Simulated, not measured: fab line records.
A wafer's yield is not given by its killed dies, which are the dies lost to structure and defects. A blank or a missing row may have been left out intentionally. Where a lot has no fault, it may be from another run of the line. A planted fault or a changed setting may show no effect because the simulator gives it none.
What tool caused it? -- flow n5_finfet -- Sampling: 24 lots, 72 wafers, 2 of 1938 route steps

## WHAT EACH GAUGE READ, for each wafer
N5_BEOL_M3_OCD_MEAS_38. Usual: trench_depth_nm reads 55.5 nm (standard deviation 0.86).
lot,measured,on,trench_depth_nm (nm),flag
L074,day 7 05:37,ocd-01,54.2 56.8 54.4,
L075,day 7 14:24,ocd-02,54.4 54.5 56.0,
L076,day 7 19:12,ocd-01,55.3 55.3 55.9,
L078,day 7 19:12,ocd-02,56.1 54.3 54.4,
L077,day 7 22:55,ocd-02,54.2 55.9 54.2,
L079,day 8 07:59,ocd-02,55.4 56.7 56.5,
L080,day 9 12:04,ocd-02,54.9 54.6 55.7,
L081,day 9 18:53,ocd-01,56.9 56.1 55.9,
L084,day 10 07:35,ocd-01,56.1 55.5 55.9,
L083,day 10 07:37,ocd-02,56.9 54.3 56.1,
L082,day 10 15:58,ocd-01,53.8 55.9 54.3,
L087,day 10 15:58,ocd-02,55.0 56.8 54.8,
L086,day 10 20:59,ocd-01,55.4 55.6 55.5,
L085,day 11 05:33,ocd-02,57.6 55.6 55.3,
L088,day 11 09:07,ocd-02,55.2 56.2 56.4,
L089,day 11 21:28,ocd-02,57.1 56.0 56.0,
L090,day 12 01:58,ocd-02,55.7 55.1 55.0,
L091,day 12 02:26,ocd-02,56.4 54.5 55.3,
L092,day 12 02:27,ocd-02,55.6 55.5 54.1,
L093,day 12 05:47,ocd-02,55.6 53.9 54.6,
L094,day 12 15:34,ocd-01,55.6 55.4 56.2,
L095,day 12 18:29,ocd-01,54.7 55.8 55.5,
L096,day 12 21:50,ocd-02,55.6 55.3 56.3,
L097,day 13 14:10,ocd-01,56.1 56.4 55.4,

## WHAT TOOL EACH LOT RAN ON (gives the tool, then ch and the chambers of the sampled wafers, and finally the start)
lot,N5_BEOL_M3_TRENCH_ETCH_37
L074,"rie_diel-04 ch 0,1,3, day 7 05:37 or earlier"
L075,"rie_diel-04 ch 0,2,3, day 7 14:24 or earlier"
L076,"rie_diel-05 ch 1,2, day 7 19:12 or earlier"
L078,"rie_diel-04 ch 2,3, day 7 19:12 or earlier"
L077,"rie_diel-05 ch 0,1,3, day 7 22:55 or earlier"
L079,"rie_diel-03 ch 0,2,3, day 8 07:59 or earlier"
L080,"rie_diel-05 ch 0,2,3, day 9 12:04 or earlier"
L081,"rie_diel-04 ch 1,2, day 9 18:53 or earlier"
L084,"rie_diel-03 ch 0,2,3, day 10 07:35 or earlier"
L083,"rie_diel-04 ch 1,2,3, day 10 07:37 or earlier"
L082,"rie_diel-04 ch 0,1,3, day 10 15:58 or earlier"
L087,"rie_diel-03 ch 1,3, day 10 15:58 or earlier"
L086,"rie_diel-03 ch 1,2, day 10 20:59 or earlier"
L085,"rie_diel-03 ch 1,2, day 11 05:33 or earlier"
L088,"rie_diel-03 ch 1,2,3, day 11 09:07 or earlier"
L089,"rie_diel-03 ch 0,1,2, day 11 21:28 or earlier"
L090,"rie_diel-03 ch 0,1, day 12 01:58 or earlier"
L091,"rie_diel-03 ch 0,1,2, day 12 02:26 or earlier"
L092,"rie_diel-04 ch 2,3, day 12 02:27 or earlier"
L093,"rie_diel-04 ch 0,1,3, day 12 05:47 or earlier"
L094,"rie_diel-04 ch 0,1, day 12 15:34 or earlier"
L095,"rie_diel-03 ch 0,1, day 12 18:29 or earlier"
L096,"rie_diel-05 ch 1,2,3, day 12 21:50 or earlier"
L097,"rie_diel-03 ch 0,2, day 13 14:10 or earlier"
- N5_BEOL_M3_TRENCH_ETCH_37: etches SiOC in C4F6/O2, target depth 55.555 nm, time 29.2 s.

## WHAT THE TOOLS THEMSELVES READ (means of the sampled wafers that have a number; where no wafer has one, the mark that the record gives instead)
N5_BEOL_M3_TRENCH_ETCH_37. Usual: chamber_pressure_mTorr 29.999 mTorr (standard deviation 0.027); drypump_motor_current_A 5.5 A (standard deviation 0.37); oes_product_au 0.78 a.u. (standard deviation 0.081); rf_fwd_power_W 350.1 W (standard deviation 1.9); rf_vpp_V 667 V (standard deviation 6.3); showerhead_plenum_p_Torr 2.86 Torr (standard deviation 0.081); throttle_valve_pct 20.86 % (standard deviation 0.15).
lot,tool,chamber_pressure_mTorr (mTorr),drypump_motor_current_A (A),oes_product_au (a.u.),rf_fwd_power_W (W),rf_vpp_V (V),showerhead_plenum_p_Torr (Torr),throttle_valve_pct (%),flag
L074,rie_diel-04,30.029,5.3,0.79,350.8,665,2.94,20.95,
L075,rie_diel-04,29.994,5.4,0.81,350.2,667,2.87,20.84,
L076,rie_diel-05,29.992,6.0,0.77,347.1,671,2.82,20.77,
L078,rie_diel-04,29.985,5.3,0.80,349.3,670,2.92,20.93,
L077,rie_diel-05,29.996,5.5,0.73,351.1,664,2.84,20.83,
L079,rie_diel-03,30.033,5.7,0.84,351.1,668,2.80,20.75,
L080,rie_diel-05,29.966,5.6,0.74,349.1,672,2.87,20.87,
L081,rie_diel-04,29.995,5.0,0.88,350.9,664,2.94,20.82,
L084,rie_diel-03,29.998,5.7,0.81,350.2,669,2.79,20.77,
L083,rie_diel-04,30.005,5.2,0.82,351.1,666,2.92,20.88,
L082,rie_diel-04,30.002,5.3,0.76,349.2,665,2.93,20.99,
L087,rie_diel-03,30.001,5.5,0.73,350.8,665,2.88,20.97,
L086,rie_diel-03,29.991,5.3,0.77,350.5,668,2.89,20.95,
L085,rie_diel-03,29.992,5.3,0.77,350.7,668,2.89,20.96,
L088,rie_diel-03,29.985,5.6,0.80,350.0,669,2.83,20.89,
L089,rie_diel-03,30.028,5.4,0.78,350.4,667,2.85,20.87,
L090,rie_diel-03,29.991,5.4,0.70,350.9,663,2.89,20.94,
L091,rie_diel-03,30.009,5.4,0.76,350.3,666,2.84,20.87,
L092,rie_diel-04,29.969,5.3,0.82,351.4,667,2.84,20.79,
L093,rie_diel-04,30.004,5.2,0.75,349.6,664,2.92,21.00,
L094,rie_diel-04,30.005,5.4,0.77,349.4,663,2.88,20.91,
L095,rie_diel-03,30.040,5.4,0.70,349.4,663,2.89,20.95,
L096,rie_diel-05,29.999,5.9,0.72,348.0,666,2.80,20.84,
L097,rie_diel-03,30.015,5.5,0.77,348.8,666,2.81,20.78,

## THE ANSWER, worked out from the rows above alone
Rule: a lot counts as off when the mean over its wafers that have a number is more than 3 standard deviations away from the usual mean. Also off: a lot with no number at a reading for which 4 or more lots have one. The other lots that the step has rows for count as sound. Order of review: gauges by route order, followed by the tools' own readings, for which a lot's mean as printed above is used. At the first step where some lot is off, the reading lying furthest off is the one used; lots without a number count as furthest.
None of the lots is off at any reading shown; this tells nothing.

## WHAT THE SIMULATOR PUT IN
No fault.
